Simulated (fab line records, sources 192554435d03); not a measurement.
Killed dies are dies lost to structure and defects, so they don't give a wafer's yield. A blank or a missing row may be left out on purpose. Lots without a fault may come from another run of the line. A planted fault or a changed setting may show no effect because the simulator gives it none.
fab line records | flow n5_finfet
record lots=9 wafers=27 last_day=17
route steps=1938 shown FIN_SAQP@116 FIN_CUT@165 PASSIVATION@1936
lots that met no fault: from a run of the same line without faults
start_h: hours from the record's first day to the start of the lot's first wafer shown | wait_h: hours since the lot's step before | " the same as in the row above | L1.1+2: a row that stands for several wafers | - no value, or no start given | * or withheld: withheld | < > ~ a bound
route shown NAME@n: a module of which the file shows steps, and the number in the route of the first | usual: mean/standard deviation of fault-free wafers | same: alike in all rows | chamber/n: place in a boat | sites: the reading at each site | _std_site: their standard deviation | _edge_site: outer sites' mean less inner sites' | radius_mm: how far each site lies from the wafer's centre | mask NAME#n: copy n | behind: the tool/chamber that last shaped the wafer | hold: why the lot was held/for how many hours/how that ended | device: the transistor (n, p or np) that didn't switch | end of line: the same wafers' tests at the end of the route | a step without rows: its recipe alone | killed: dies lost to structure and defects at the first sort, not the wafer's yield | map: a wafer's dies, x killed, . not, _ none there
set.NAME: the setting as run; set.NAME@STEP: as run at that earlier step | model.NAME: the simulator's own value behind a step, which no gauge read
steps of the route over a sample of lots; a table a step, a row a wafer
services: from which hour (start_h, from the record's first day; less than 0 if before it) a tool's chamber was out of use, for how many hours, and why
## steps
# step N5_FIN_SAQP_ETCH_52
# recipe chemistry=N2/H2 target=SOC target_depth_a=1000 overetch_a=200 mask_material=SiARC temp_c=40 time_s=150 ion_energy_ev=200 pressure_mtorr=30 source_w=840 bias_w=150 n2_flow_sccm=200 h2_flow_sccm=200 ends=end_point
# usual drypump_motor_current_A=5.9/0.35 oes_product_au=0.69/0.064 rf_vpp_V=525.0/1.8 showerhead_plenum_p_Torr=2.58/0.054 throttle_valve_pct=17.88/0.29
# columns lot.wafer tool chamber start_h wait_h drypump_motor_current_A oes_product_au rf_hours_counter_h rf_vpp_V showerhead_plenum_p_Torr throttle_valve_pct
L566.1 rie_diel-02 2 22.21 0.0 6.0 0.77 44 524.6 2.59 17.47
L566.2 " 3 " " 5.6 0.68 159 527.7 2.63 17.64
L566.3 " 1 " " 6.3 0.63 234 523.7 2.61 18.19
L567.2 rie_diel-02 1 27.96 0.0 6.3 0.63 238 527.3 2.61 18.21
L567.3 " 3 " " 5.6 0.67 163 527.5 2.63 17.68
L567.6 " 3 " " 5.6 0.67 - 527.3 2.63 17.67
L569.1 rie_diel-02 3 40.17 0.0 5.6 0.67 168 527.8 2.63 17.68
L569.2 " 2 " " 6.0 0.76 51 525.6 2.58 17.50
L569.5 " 2 " " 6.0 0.76 - 526.2 2.58 17.50
L572.2 rie_diel-02 3 57.59 0.0 5.6 0.66 175 526.4 2.62 17.71
L572.3 " 1 " " 6.3 0.63 250 526.5 2.60 18.22
L572.6 " 3 " " 5.6 0.66 - 527.3 2.62 17.68
L579.4 rie_diel-02 2 102.38 0.0 6.0 0.73 70 525.9 2.58 17.51
L579.5 " 3 " " 5.6 0.65 - 526.1 2.62 17.71
L579.6 " 2 " " 6.0 0.74 - 525.0 2.58 17.53
L580.2 rie_diel-02 0 107.26 0.0 5.9 0.69 134 524.1 2.56 18.08
L580.4 " 3 " " 5.6 0.65 188 525.5 2.62 17.72
L580.6 " 0 " " 5.9 0.69 - 524.0 2.56 18.12
L581.2 rie_diel-02 2 112.10 0.0 6.0 0.73 74 525.8 2.57 17.51
L581.3 " 1 " " 6.3 0.81 11 525.1 2.60 17.80
L581.6 " 3 " " 5.6 0.65 - 525.7 2.62 17.71
L585.1 rie_diel-01 2 136.79 0.0 6.5 0.62 242 526.7 2.60 17.76
L585.3 " 0 " " 5.9 0.65 198 520.0 2.41 18.14
L585.4 " 3 " " 5.6 0.72 - 525.5 2.57 18.25
L588.1 rie_diel-04 0 153.57 0.0 5.9 0.84 9 524.7 2.61 17.31
L588.2 " 3 " " 5.2 0.64 223 521.8 2.52 18.37
L588.3 " 1 " " 6.6 0.76 53 521.2 2.48 17.73
# step N5_FIN_SAQP_ETCH_69
# recipe chemistry=N2/H2 target=SOC target_depth_a=1500 stop_on=SiNx ion_energy_ev=100 bias_w=61 pressure_mtorr=30 source_w=850 n2_flow_sccm=200 h2_flow_sccm=200
# usual drypump_motor_current_A=5.9/0.39 oes_product_au=0.76/0.075 rf_vpp_V=241.1/1.1 showerhead_plenum_p_Torr=2.57/0.062 throttle_valve_pct=17.89/0.26
# columns lot.wafer tool chamber start_h wait_h drypump_motor_current_A oes_product_au rf_hours_counter_h rf_vpp_V showerhead_plenum_p_Torr throttle_valve_pct
L566.1 rie_diel-04 1 25.81 - 6.6 0.90 15 239.8 2.49 17.66
L566.2 " 3 " " 5.2 0.74 175 240.1 2.54 18.25
L566.3 " 0 " " 5.9 0.69 224 242.4 2.62 17.66
L567.2 rie_diel-02 3 31.23 - 5.6 0.75 164 242.3 2.63 17.65
L567.3 " 1 " " 6.3 0.69 - 243.7 2.61 18.22
L567.6 " 3 " " 5.6 0.74 - 241.1 2.63 17.64
L569.1 rie_diel-04 1 42.98 - 6.6 0.89 21 239.6 2.49 17.67
L569.2 " 3 " " 5.2 0.73 181 239.8 2.54 18.28
L569.5 " 1 " " 6.6 0.89 - 240.5 2.49 17.68
L572.2 rie_diel-02 2 60.82 - 6.0 0.82 60 241.7 2.58 17.48
L572.3 " 0 " " 5.9 0.76 124 241.0 2.57 18.07
L572.6 " 2 " " 6.0 0.81 - 240.1 2.58 17.48
L579.4 rie_diel-04 3 105.77 - 5.2 0.71 - 238.9 2.52 18.31
L579.5 " 1 " " 6.6 0.85 - 239.1 2.48 17.71
L579.6 " 2 " " 5.4 0.68 - 241.6 2.63 18.11
L580.2 rie_diel-01 2 110.02 - 6.5 0.69 227 242.4 2.60 17.73
L580.4 " 0 " " 5.9 0.71 184 239.0 2.42 18.09
L580.6 " 1 " " 5.8 0.66 - 240.0 2.62 18.08
L581.2 rie_diel-02 1 114.79 - 6.3 0.91 12 241.6 2.60 17.76
L581.3 " 0 " " 5.9 0.77 137 241.7 2.56 18.07
L581.6 " 2 " " 6.0 0.81 - 240.8 2.57 17.54
L585.1 rie_diel-02 0 140.06 - 5.9 0.75 149 241.2 2.56 18.09
L585.3 " 2 " " 6.0 0.79 85 241.8 2.57 17.53
L585.4 " 3 " " 5.6 0.72 202 242.3 2.61 17.75
L588.1 rie_diel-04 3 156.20 - 5.2 0.70 224 241.7 2.52 18.34
L588.2 " 1 " " 6.6 0.83 54 239.5 2.48 17.71
L588.3 " 0 " " 5.9 0.93 10 241.1 2.61 17.31
# step N5_FIN_SAQP_MANDREL2_REMOVE_60
# recipe chemistry=HBr/Cl2/O2 bt_time_s=10 target=a-Si stop_on=SiNx endpoint=OES-SiCl over_etch_frac=1 icp_w=600 bias_w=22 HBr_flow_sccm=150 Cl2_flow_sccm=80 O2_flow_sccm=5 pressure_mtorr=10
# usual drypump_motor_current_A=5.8/0.5 mfc_cl2_sccm=80.01/0.25 oes_product_au=1.011/0.015 throttle_valve_pct=36.6/0.4
# columns lot.wafer tool chamber start_h wait_h drypump_motor_current_A mfc_cl2_sccm oes_product_au rf_hours_counter_h throttle_valve_pct
L566.1 rie_si-02 1 26.55 0.1 5.0 79.98 0.995 46 36.4
L566.2 " 2 " " 6.3 80.42 1.024 62 35.6
L566.3 " 3 " " 5.1 79.74 1.024 157 37.2
L567.2 rie_si-03 2 32.01 0.1 6.4 80.21 1.029 28 37.1
L567.3 " 0 " " 5.4 80.44 1.016 6 36.4
L567.6 " 0 " " 5.4 80.54 1.024 - 36.5
L569.1 rie_si-03 0 43.96 0.1 5.4 79.74 1.026 6 36.5
L569.2 " 2 " " 6.4 79.80 1.010 28 37.1
L569.5 " 1 " " 6.0 80.05 1.006 - 36.7
L572.2 rie_si-05 1 61.55 0.1 5.6 80.09 1.027 184 36.2
L572.3 " 2 " " 6.0 79.78 1.032 8 36.9
L572.6 " 2 " " 6.0 79.98 1.046 - 36.9
L579.4 rie_si-03 0 106.48 0.1 5.4 80.04 1.015 7 36.5
L579.5 " 3 " " 6.3 79.75 1.017 - 36.5
L579.6 " 2 " " 6.3 80.20 1.009 - 37.1
L580.2 rie_si-05 2 110.74 0.1 6.1 79.69 1.031 9 36.9
L580.4 " 0 " " 5.5 79.85 1.001 73 37.2
L580.6 " 0 " " 5.5 79.94 1.011 - 37.2
L581.2 rie_si-05 0 115.71 0.1 5.5 80.04 1.006 73 37.2
L581.3 " 1 " " 5.6 79.88 1.015 185 36.2
L581.6 " 2 " " 6.0 79.89 1.016 - 36.9
L585.1 rie_si-03 0 141.05 0.1 5.5 79.88 1.018 8 36.5
L585.3 " 1 " " 6.0 80.07 0.995 132 36.8
L585.4 " 3 " " 6.3 79.59 1.014 55 36.5
L588.1 rie_si-03 1 156.93 0.1 6.0 80.36 0.999 132 36.8
L588.2 " 3 " " 6.3 80.38 1.020 55 36.5
L588.3 " 2 " " 6.3 79.67 1.021 30 37.1
# step N5_FIN_SAQP_FIN_ETCH_36
# recipe chemistry=HBr/Cl2/O2 target_depth_a=1200 mask_material=SiNx time_s=50.4 bias_w=102 pressure_mtorr=10 icp_w=800 HBr_flow_sccm=150 Cl2_flow_sccm=80 O2_flow_sccm=12
# usual drypump_motor_current_A=5.8/0.54 mfc_cl2_sccm=80.02/0.25 oes_product_au=1.012/0.021 throttle_valve_pct=36.0/0.46
# same time_s=50.4
# columns lot.wafer tool chamber start_h wait_h drypump_motor_current_A mfc_cl2_sccm oes_product_au rf_hours_counter_h throttle_valve_pct
L566.1 rie_si-05 2 27.02 0.0 6.1 80.29 1.040 8 36.2
L566.2 " 0 " " 5.5 79.86 1.002 71 36.5
L566.3 " 1 " " 5.6 80.09 1.000 183 35.6
L567.2 rie_si-02 0 32.46 0.0 5.3 80.02 1.011 42 36.1
L567.3 " 2 " " 6.3 79.92 1.029 62 35.0
L567.6 " 2 " " 6.3 79.99 1.033 - 34.9
L569.1 rie_si-05 2 44.41 0.0 6.1 80.24 1.057 8 36.2
L569.2 " 0 " " 5.5 80.13 1.018 72 36.5
L569.5 " 1 " " 5.6 80.27 1.013 - 35.6
L572.2 rie_si-02 0 62.00 0.0 5.4 80.02 0.995 42 36.2
L572.3 " 1 " " 5.0 79.92 0.985 47 35.8
L572.6 " 2 " " 6.3 80.05 1.029 - 35.0
L579.4 rie_si-05 2 106.96 0.0 6.0 79.62 1.033 9 36.2
L579.5 " 1 " " 5.6 79.83 1.006 - 35.6
L579.6 " 2 " " 6.0 79.99 1.051 - 36.2
L580.2 rie_si-02 0 111.45 0.0 5.4 79.94 0.997 43 36.1
L580.4 " 3 " " 5.0 80.44 1.010 158 36.5
L580.6 " 0 " " 5.4 79.62 0.999 - 36.2
L581.2 rie_si-02 0 116.28 0.0 5.4 80.11 1.000 43 36.1
L581.3 " 2 " " 6.2 80.35 1.035 63 35.0
L581.6 " 3 " " 5.1 79.86 0.995 - 36.5
L585.1 rie_si-02 1 141.50 0.0 5.0 80.21 0.974 48 35.7
L585.3 " 0 " " 5.4 80.37 0.987 44 36.2
L585.4 " 2 " " 6.2 80.17 1.035 64 35.0
L588.1 rie_si-05 3 157.38 0.0 6.7 80.02 0.982 157 36.1
L588.2 " 0 " " 5.5 80.19 1.021 74 36.5
L588.3 " 1 " " 5.6 80.51 1.004 185 35.6
# step N5_FIN_SAQP_INSPECT_40
# recipe inspect_instrument=brightfield mode=aei
# usual raw_defect_count=242/67
# columns lot.wafer tool chamber start_h wait_h raw_defect_count
L566.1 defect_inspect-02 - 27.27 0.0 281
L566.2 " - " " 231
L566.3 " - " " 268
L567.2 defect_inspect-02 - 32.71 0.0 264
L567.3 " - " " 173
L567.6 " - " " 223
L569.1 defect_inspect-01 - 44.66 0.0 331
L569.2 " - " " 305
L569.5 " - " " 343
L572.2 defect_inspect-01 - 62.25 0.0 180
L572.3 " - " " 155
L572.6 " - " " 174
L579.4 defect_inspect-02 - 107.22 0.0 356
L579.5 " - " " 215
L579.6 " - " " 286
L580.2 defect_inspect-02 - 111.70 0.0 793
L580.4 " - " " 950
L580.6 " - " " 927
L581.2 defect_inspect-02 - 116.53 0.0 756
L581.3 " - " " 751
L581.6 " - " " 718
L585.1 defect_inspect-02 - 141.75 0.0 308
L585.3 " - " " 209
L585.4 " - " " 203
L588.1 defect_inspect-01 - 157.63 0.0 214
L588.2 " - " " 193
L588.3 " - " " 241
# step N5_FIN_CUT_INSPECT_10
# recipe mode=adi inspect_instrument=brightfield
# usual raw_defect_count=44/12
# columns lot.wafer tool chamber start_h wait_h raw_defect_count
L566.1 defect_inspect-01 - 27.66 0.1 60
L566.2 " - " " 37
L566.3 " - " " 44
L567.2 defect_inspect-02 - 33.27 0.0 49
L567.3 " - " " 34
L567.6 " - " " 47
L569.1 defect_inspect-01 - 45.05 0.1 61
L569.2 " - " " 60
L569.5 " - " " 51
L572.2 defect_inspect-02 - 62.64 0.0 37
L572.3 " - " " 26
L572.6 " - " " 27
L579.4 defect_inspect-02 - 107.61 0.0 66
L579.5 " - " " 40
L579.6 " - " " 48
L580.2 defect_inspect-02 - 112.09 0.0 575
L580.4 " - " " 602
L580.6 " - " " 598
L581.2 defect_inspect-02 - 116.96 0.0 558
L581.3 " - " " 599
L581.6 " - " " 599
L585.1 defect_inspect-01 - 142.26 0.1 45
L585.3 " - " " 31
L585.4 " - " " 39
L588.1 defect_inspect-02 - 158.02 0.1 32
L588.2 " - " " 33
L588.3 " - " " 49
# step N5_FIN_CUT_INSPECT_17
# recipe inspect_instrument=brightfield mode=aei
# usual raw_defect_count=252/69
# columns lot.wafer tool chamber start_h wait_h raw_defect_count
L566.1 defect_inspect-01 - 28.62 0.0 292
L566.2 " - " " 233
L566.3 " - " " 283
L567.2 defect_inspect-01 - 34.24 0.0 293
L567.3 " - " " 184
L567.6 " - " " 264
L569.1 defect_inspect-01 - 46.21 0.0 342
L569.2 " - " " 307
L569.5 " - " " 342
L572.2 defect_inspect-01 - 63.59 0.0 199
L572.3 " - " " 151
L572.6 " - " " 189
L579.4 defect_inspect-02 - 108.77 0.1 367
L579.5 " - " " 223
L579.6 " - " " 305
L580.2 defect_inspect-02 - 113.04 0.0 789
L580.4 " - " " 992
L580.6 " - " " 893
L581.2 defect_inspect-01 - 117.91 0.0 776
L581.3 " - " " 766
L581.6 " - " " 736
L585.1 defect_inspect-01 - 143.27 0.0 330
L585.3 " - " " 217
L585.4 " - " " 205
L588.1 defect_inspect-01 - 158.97 0.0 207
L588.2 " - " " 198
L588.3 " - " " 244
# step N5_PASSIVATION_PROBE_49
# usual killed_at_M0_to_M3=33/9.1 killed_at_M4_up=14/5.6 killed_at_contacts=13/5.7 killed_at_front_end=42/12 killed_at_other=4/3 killed_dies=105/16 killed_on_rim=13/4 killed_open=69/11 killed_short=34/7.5
# same gross_dies=1180 killed_at_back_side=0
# columns lot.wafer tool chamber start_h wait_h killed_at_M0_to_M3 killed_at_M4_up killed_at_contacts killed_at_front_end killed_at_other killed_dies killed_on_rim killed_open killed_short
L580.2 prober-01 - 344.75 0.1 26 8 24 148 7 213 32 85 45
L580.4 prober-01 - 344.85 0.2 27 6 30 138 2 203 36 84 23
L580.6 prober-01 - 344.95 0.3 23 16 26 138 2 205 30 90 34
L581.2 prober-02 - 346.04 0.1 27 24 3 167 1 222 12 72 29
L581.3 prober-02 - 346.09 0.1 34 11 14 149 0 208 20 61 26
L581.6 prober-02 - 346.24 0.3 24 18 10 125 0 177 31 64 18
# killed by level:class
L580.2 FIN_SAQP:unspecified=82 STI_FIN_REVEAL:geometric_particle:open=21 MOL_CONTACT_COAG:geometric_particle:open=17 FIN_SAQP:geometric_particle:open=15 BEOL_M3:geometric_particle:open=12 STI_FIN_REVEAL:geometric_particle:short=8 MOL_CONTACT_COAG:geometric_particle:short=7 FIN_SAQP:geometric_particle:short=6
L580.4 FIN_SAQP:unspecified=95 MOL_CONTACT_COAG:geometric_particle:open=22 STI_FIN_REVEAL:geometric_particle:open=16 BEOL_M3:geometric_particle:open=13 FIN_SAQP:geometric_particle:open=10 MOL_CONTACT_COAG:geometric_particle:short=7 DUMMY_GATE:geometric_particle:open=5 BEOL_M0_SAQP:geometric_particle:short=4
L580.6 FIN_SAQP:unspecified=80 STI_FIN_REVEAL:geometric_particle:open=22 MOL_CONTACT_COAG:geometric_particle:open=19 FIN_SAQP:geometric_particle:short=13 BEOL_M4:geometric_particle:open=9 FIN_SAQP:geometric_particle:open=8 MOL_CONTACT_COAG:geometric_particle:short=7 BEOL_M0_SAQP:geometric_particle:open=7
L581.2 FIN_SAQP:unspecified=120 STI_FIN_REVEAL:geometric_particle:open=17 BEOL_M2:geometric_particle:open=10 BEOL_M4:geometric_particle:open=9 FIN_SAQP:geometric_particle:short=6 GATE_CUT:geometric_particle:short=6 FIN_SAQP:geometric_particle:open=5 BEOL_M0_SAQP:geometric_particle:short=5
L581.3 FIN_SAQP:unspecified=120 MOL_CONTACT_COAG:geometric_particle:open=12 BEOL_M0_SAQP:geometric_particle:open=8 BEOL_M0_SAQP:geometric_particle:short=8 BEOL_M1:geometric_particle:open=5 FIN_SAQP:geometric_particle:short=4 STI_FIN_REVEAL:geometric_particle:open=4 BEOL_M2:geometric_particle:open=4
L581.6 FIN_SAQP:unspecified=93 STI_FIN_REVEAL:geometric_particle:open=18 MOL_CONTACT_COAG:geometric_particle:open=9 BEOL_M4:geometric_particle:open=7 BEOL_M3:geometric_particle:open=5 BEOL_M5:geometric_particle:open=5 STI_FIN_REVEAL:geometric_particle:short=4 BEOL_M0_SAQP:geometric_particle:open=4
## services
# columns tool chamber start_h hours kind
rie_diel-04 3 0.81 2.7 repair
rie_diel-02 2 3.81 1.6 repair
rie_diel-02 0 11.73 46.7 repair
rie_diel-02 2 28.82 5.0 repair
rie_si-02 - 35.56 14.6 pm
rie_diel-02 1 59.17 - clean
rie_diel-02 1 59.17 - consumable_replace:focus_ring
rie_diel-02 1 59.17 15.3 scheduled_down
rie_diel-02 1 59.17 15.3 vent_cycle
rie_diel-02 - 63.58 14.6 pm
rie_diel-01 - 72.88 0.5 repair
rie_diel-04 0 86.02 - clean
rie_diel-04 0 86.02 - consumable_replace:focus_ring
rie_diel-04 0 86.02 22.5 scheduled_down
rie_diel-04 0 86.02 22.5 vent_cycle
rie_diel-01 1 118.84 - clean
rie_diel-01 1 118.84 - consumable_replace:focus_ring
rie_diel-01 1 118.84 22.1 scheduled_down
rie_diel-01 1 118.84 22.1 vent_cycle
rie_diel-04 3 133.21 1.2 repair
rie_diel-01 2 154.11 - clean
rie_diel-01 2 154.11 - consumable_replace:focus_ring
## key
first_sign step=N5_FIN_SAQP_INSPECT_40 reading=raw_defect_count direction=up sigmas=8.6 usual=242 struck=816
effect step=N5_FIN_CUT_INSPECT_10 reading=raw_defect_count direction=up sigmas=47 usual=44 struck=588
effect step=N5_FIN_CUT_INSPECT_17 reading=raw_defect_count direction=up sigmas=8.3 usual=252 struck=825
effect step=N5_PASSIVATION_PROBE_49 reading=killed_at_front_end direction=up sigmas=8.4 usual=42 struck=144
more_kills_born_at N5_FIN_SAQP_ETCH_52@rie_diel-02=590
met_at N5_FIN_SAQP_ETCH_52
struck_lots L580,L581
tester_left_out L580,L581
not_acting_at N5_FIN_SAQP_ETCH_69,N5_FIN_SAQP_MANDREL2_REMOVE_60,N5_FIN_SAQP_FIN_ETCH_36
onset_between 102.38 107.26
fault kind=chamber_particle_source tool=rie_diel-02 chamber=- onset_h=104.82 steps=N5_FIN_SAQP_ETCH_52 rate_per_visit_cm2=0.8165 end_h=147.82
# tester_left_out: of these lots the tester's yield and bins aren't shown, on N5 and GAA mostly nor the transistor test; their killed dies are dies lost to structure and defects alone, not to doping, threshold or leakage, so they don't give the yield
